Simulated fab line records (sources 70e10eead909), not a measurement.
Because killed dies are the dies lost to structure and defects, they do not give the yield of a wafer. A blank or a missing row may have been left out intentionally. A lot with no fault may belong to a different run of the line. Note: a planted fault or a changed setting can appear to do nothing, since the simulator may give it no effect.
The tool behind it: which one? / flow nand harc / Sampling: 6 lots, 18 wafers, 2 of 1302 route steps

WHAT EACH GAUGE READ, for each wafer
NHARC_THIN_TSV_THK_MEAS_02: measures by ir.
lot=L681; measured=day 24 08:45; on=film metro-02; thk nm (nm)=2860 2750 2713
lot=L682; measured=day 24 23:16; on=film metro-01; thk nm (nm)=3096 3024 3461
lot=L685; measured=day 25 19:11; on=film metro-01; thk nm (nm)=2875 2815 3182
lot=L687; measured=day 26 19:01; on=film metro-01; thk nm (nm)=3064 2892 2868
lot=L694; measured=day 29 22:07; on=film metro-02; thk nm (nm)=3123 2917 2837
lot=L702; measured=day 33 02:25; on=film metro-01; thk nm (nm)=3251 3159 3057

WHICH TOOL RAN EACH LOT (tool, then ch and the chambers of the sampled wafers, then the start)
lot=L681; NHARC_HYBRID_BOND_ACTIVATE_00=rie diel-12 ch 1,2,3, day 23 21:43
lot=L682; NHARC_HYBRID_BOND_ACTIVATE_00=rie diel-02 ch 0,3, day 24 13:58
lot=L685; NHARC_HYBRID_BOND_ACTIVATE_00=rie diel-02 ch 0,2, day 25 08:26
lot=L687; NHARC_HYBRID_BOND_ACTIVATE_00=rie diel-02 ch 0,1,2, day 26 08:41
lot=L694; NHARC_HYBRID_BOND_ACTIVATE_00=rie diel-02 ch 0,2,3, day 29 12:47
lot=L702; NHARC_HYBRID_BOND_ACTIVATE_00=rie diel-02 ch 2,3, day 32 13:47
- NHARC_HYBRID_BOND_ACTIVATE_00: chemistry N2, time 60 s.

THE ANSWER, worked out from the rows above alone
Rule: the lots themselves supply what counts as usual. Put in order of their means at a reading, lots are off if they are a third of the lots or fewer, leave a main group of 4 or more, and stand apart from it by a gap of 3 or more times the standard deviation of the main group's means; of several such gaps the widest counts. If all means in a main group match to the digits the tables above print for the reading, that group is not used. Also off: a lot with no number at a reading for which 4 or more lots have one. Where the step has rows for the other lots, those lots are counted as sound.
Across all readings shown, no lot is off: no conclusion can be drawn from this.

WHAT THE SIMULATOR HAD INSERTED
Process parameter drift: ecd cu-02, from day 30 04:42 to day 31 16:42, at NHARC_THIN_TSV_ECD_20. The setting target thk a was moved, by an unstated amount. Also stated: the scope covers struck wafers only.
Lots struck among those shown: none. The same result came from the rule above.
